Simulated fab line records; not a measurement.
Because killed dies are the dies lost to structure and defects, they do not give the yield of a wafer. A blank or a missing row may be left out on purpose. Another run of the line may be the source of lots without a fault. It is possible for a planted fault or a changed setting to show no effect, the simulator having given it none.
Chamber matching | flow nand_harc | 4 sister chambers for NHARC_A_BLC_ALD_23 on ald_metal-02
The step deposits TiN, target thk 3 nm, pulse time 1 s, ald cycles 150. 4 wafers are shown with their chamber, then 7 later ones without.

## WAFERS WITH THEIR CHAMBER
wafer  | chamber | heater_power_w (W)
L081.2 | 3       | 1073
L081.5 | 2       | 1143
L085.2 | 0       | 1001
L085.3 | 1       | 1143

## WAFERS WITH NO CHAMBER GIVEN
wafer  | heater_power_w (W)
L085.6 | 1160
L086.3 | 1137
L086.4 | 1010
L086.5 | 1033
L094.1 | 1160
L094.4 | 1043
L094.6 | 1024

## WHICH CHAMBER EACH WENT THROUGH
wafer  | from the rows above     | in truth
L085.6 | can't be placed: 1 or 2 | 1
L086.3 | can't be placed: 1 or 2 | 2
L086.4 | 0                       | 0
L086.5 | can't be placed: 0 or 3 | 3
L094.1 | can't be placed: 1 or 2 | 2
L094.4 | can't be placed: 3 or 0 | 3
L094.6 | can't be placed: 0 or 3 | 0
1 of 7 placed correctly. These rows do not allow placing 6 (true chamber among the candidates in 6). Number placed wrongly: 0.
How it was worked out, from the rows above alone: a wafer's distance from a chamber is the root of the sum, over the readings, of the square of ((its reading less the chamber's mean) divided by the reading's scatter). The wafer belongs to the nearest chamber; if the next one is less than 2 further off, it can't be placed. For every chamber, the mean is computed from those of its wafers that are shown. The scatter: with one shown wafer a chamber, the root of the mean of the squares of how far each hidden wafer lies from its nearest shown one.
